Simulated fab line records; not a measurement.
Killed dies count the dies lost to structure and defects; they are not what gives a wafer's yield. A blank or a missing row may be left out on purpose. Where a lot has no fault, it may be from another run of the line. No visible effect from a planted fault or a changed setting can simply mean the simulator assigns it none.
The tool behind it: which one? ; flow n5_finfet ; 36 wafers from 12 lots sampled at 2 of the route's 1938 steps

WHAT THE GAUGES READ, wafer by wafer
N5_BEOL_M2_THK_MEAS_01.
lot;measured;on;M2_ILD_THK (nm)
L075;day 6 12:10;film_metro-02;79.6 80.4 80.1
L077;day 7 04:49;film_metro-02;80.2 80.8 81.6
L079;day 7 13:53;film_metro-02;78.5 78.3 77.9
L081;day 8 09:43;film_metro-02;78.9 79.5 80.1
L083;day 8 15:22;film_metro-01;79.2 79.6 79.0
L086;day 9 11:11;film_metro-01;76.2 79.3 78.1
L087;day 9 17:52;film_metro-01;79.4 80.8 80.3
L089;day 10 04:34;film_metro-01;78.1 79.6 78.8
L091;day 10 19:19;film_metro-02;78.4 78.4 79.4
L092;day 11 01:19;film_metro-01;78.6 79.1 78.0
L095;day 11 22:39;film_metro-02;79.3 80.6 79.8
L097;day 12 14:17;film_metro-02;77.7 78.5 79.1

WHICH TOOL RAN EACH LOT (tool, then ch and the chambers of the sampled wafers, then the start)
lot;N5_BEOL_M1_DEP_57
L075;pecvd-03 ch 0,1, day 6 11:58
L077;pecvd-02 ch 0,1,2, day 7 04:37
L079;pecvd-03 ch 0,1,2, day 7 13:41
L081;pecvd-02 ch 1,2, day 8 09:31
L083;pecvd-02 ch 1,2, day 8 15:10
L086;pecvd-04 ch 0,1, day 9 10:58
L087;pecvd-04 ch 0,2, day 9 17:38
L089;pecvd-03 ch 0,1,2, day 10 04:21
L091;pecvd-02 ch 0,2, day 10 19:08
L092;pecvd-03 ch 0,2, day 11 01:07
L095;pecvd-04 ch 1,2, day 11 22:27
L097;pecvd-04 ch 0,1,2, day 12 14:05
- N5_BEOL_M1_DEP_57: deposits SiCN from 3MS/NH3, target thk 8 nm, time 14 s.

THE ANSWER, worked out from the rows above alone
Rule: what is usual is taken from the lots themselves. The widest of any qualifying gaps counts: lots, ordered by their means at a reading, are off when they make up no more than a third of the lots, leave a main group of 4 or more, and stand apart from it by 3 or more times the standard deviation of that group's means. The tables above print the reading to a certain number of digits; a main group whose means all agree to those digits is not used. Also off: a lot with no number at a reading for which 4 or more lots have one. The other lots that the step has rows for count as sound.
Nothing can be told from this: no lot is off at any reading shown.

WHAT THE SIMULATOR HAD PUT IN
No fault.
